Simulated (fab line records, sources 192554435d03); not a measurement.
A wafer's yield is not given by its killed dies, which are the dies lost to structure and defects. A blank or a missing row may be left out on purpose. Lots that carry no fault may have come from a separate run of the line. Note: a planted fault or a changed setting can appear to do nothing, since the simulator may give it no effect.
Which tool is to blame? / flow n5_finfet / 10 lots, 28 wafers sampled, at 2 steps of a route of 1938

## WHAT EACH GAUGE READ, for each wafer
N5_BEOL_M4_RC_MEAS_101.
lot=L471; measured=day 8 00:23; on=prober-02; DIBL_N (mV/V)=38.1 40.4 37.6
lot=L473; measured=day 8 15:20; on=prober-01; DIBL_N (mV/V)=34.8 39.1 35.7
lot=L475; measured=day 8 20:15; on=prober-02; DIBL_N (mV/V)=35.6 39.6 39.7
lot=L476; measured=day 9 04:13; on=prober-01; DIBL_N (mV/V)=38.2 36.4
lot=L477; measured=day 9 01:01; on=prober-01; DIBL_N (mV/V)=39.0 34.3
lot=L478; measured=day 9 20:13; on=prober-01; DIBL_N (mV/V)=35.6 38.9 38.5
lot=L479; measured=day 10 03:54; on=prober-01; DIBL_N (mV/V)=39.1 37.8 36.3
lot=L480; measured=day 10 06:16; on=prober-02; DIBL_N (mV/V)=37.2 37.7 37.5
lot=L490; measured=day 12 19:32; on=prober-02; DIBL_N (mV/V)=36.3 38.5
lot=L491; measured=day 13 05:11; on=prober-02; DIBL_N (mV/V)=38.6 39.7 40.7

## WHAT TOOL EACH LOT RAN ON (gives the tool, then ch and the chambers of the sampled wafers, and finally the start)
lot=L471; N5_BEOL_M0_SAQP_PECVD_97=pecvd-03 ch 1,2, day 5 13:06
lot=L473; N5_BEOL_M0_SAQP_PECVD_97=pecvd-03 ch 0,1,2, day 5 18:11
lot=L475; N5_BEOL_M0_SAQP_PECVD_97=pecvd-01 ch 0,2, day 6 07:55
lot=L476; N5_BEOL_M0_SAQP_PECVD_97=pecvd-03 ch 0,1, day 6 15:01
lot=L477; N5_BEOL_M0_SAQP_PECVD_97=pecvd-04 ch 0,2, day 6 21:08
lot=L478; N5_BEOL_M0_SAQP_PECVD_97=pecvd-03 ch 0,1,2, day 7 05:35
lot=L479; N5_BEOL_M0_SAQP_PECVD_97=pecvd-04 ch 0,2, day 7 11:35
lot=L480; N5_BEOL_M0_SAQP_PECVD_97=pecvd-04 ch 0,1,2, day 7 19:35
lot=L490; N5_BEOL_M0_SAQP_PECVD_97=pecvd-04 ch 0,1, day 10 07:35
lot=L491; N5_BEOL_M0_SAQP_PECVD_97=pecvd-01 ch 0,1, day 10 08:55
- N5_BEOL_M0_SAQP_PECVD_97: deposits SiNx from SiH4/NH3/N2, target thk 23 nm, time 19.9 s.

## THE ANSWER, worked out from the rows above alone
Rule: what is usual is taken from the lots themselves. Put in order of their means at a reading, lots are off if they are a third of the lots or fewer, leave a main group of 4 or more, and stand apart from it by a gap of 3 or more times the standard deviation of the main group's means; of several such gaps the widest counts. A main group is skipped when, at the precision printed for the reading in the tables above, its means are all equal. A lot without any number at a reading at which 4 lots or more have one is off too. Any other lot the step has rows for is counted as sound.
Across all readings shown, no lot is off: no conclusion can be drawn from this.

## WHAT THE SIMULATOR HAD PUT IN
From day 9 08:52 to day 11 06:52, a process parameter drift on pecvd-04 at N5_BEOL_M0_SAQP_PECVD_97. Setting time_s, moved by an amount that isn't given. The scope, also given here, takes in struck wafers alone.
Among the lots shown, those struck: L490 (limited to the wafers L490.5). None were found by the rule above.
